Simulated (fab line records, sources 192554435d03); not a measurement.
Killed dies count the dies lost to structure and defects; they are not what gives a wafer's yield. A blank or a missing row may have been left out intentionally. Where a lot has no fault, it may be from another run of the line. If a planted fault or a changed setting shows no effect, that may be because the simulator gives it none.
Chamber matching | flow n5-finfet | 4 sister chambers for N5_HKMG_FIN_ETCH_31 on rie-diel-05
The step etches SiARC in CF4, target depth 45.5 nm, time 75.8 s. 8 wafers are shown with their chamber, then 7 later ones without.

== WAFERS WITH THEIR CHAMBER ==
wafer  | chamber | showerhead-plenum-p-Torr (Torr) | throttle-valve-pct (%)
L079.4 | 0       | 2.09                            | 15.30
L079.6 | 0       | 2.09                            | 15.30
L082.5 | 1       | 2.10                            | 15.53
L082.6 | 2       | 2.21                            | 16.00
L084.2 | 1       | 2.10                            | 15.54
L084.5 | 3       | 2.29                            | 15.48
L087.1 | 2       | 2.21                            | 16.03
L087.2 | 3       | 2.28                            | 15.50

== WAFERS WITHOUT THEIR CHAMBER ==
wafer  | showerhead-plenum-p-Torr (Torr) | throttle-valve-pct (%)
L087.6 | 2.21                            | 16.01
L095.2 | 2.08                            | 15.36
L095.4 | 2.28                            | 15.54
L095.5 | 2.08                            | 15.36
L097.2 | 2.08                            | 15.37
L097.4 | 2.09                            | 15.58
L097.5 | 2.28                            | 15.54

== WHICH CHAMBER EACH ONE RAN IN ==
wafer  | from the rows above | in truth
L087.6 | 2                   | 2
L095.2 | 0                   | 0
L095.4 | 3                   | 3
L095.5 | 0                   | 0
L097.2 | 0                   | 0
L097.4 | 1                   | 1
L097.5 | 3                   | 3
Correct placement for 7 of the 7. Left unplaced by these rows: 0. 0 placed wrongly.
How it was worked out, from the rows above alone: a wafer's distance from a chamber is the root of the sum, over the readings, of the square of ((its reading less the chamber's mean) divided by the reading's scatter). The wafer belongs to the nearest chamber; if the next one is less than 2 further off, it can't be placed. For every chamber, the mean is computed from those of its wafers that are shown. The scatter: the root of (the sum of the squares of (reading less its chamber's mean) over the shown wafers, divided by (wafers less chambers)).
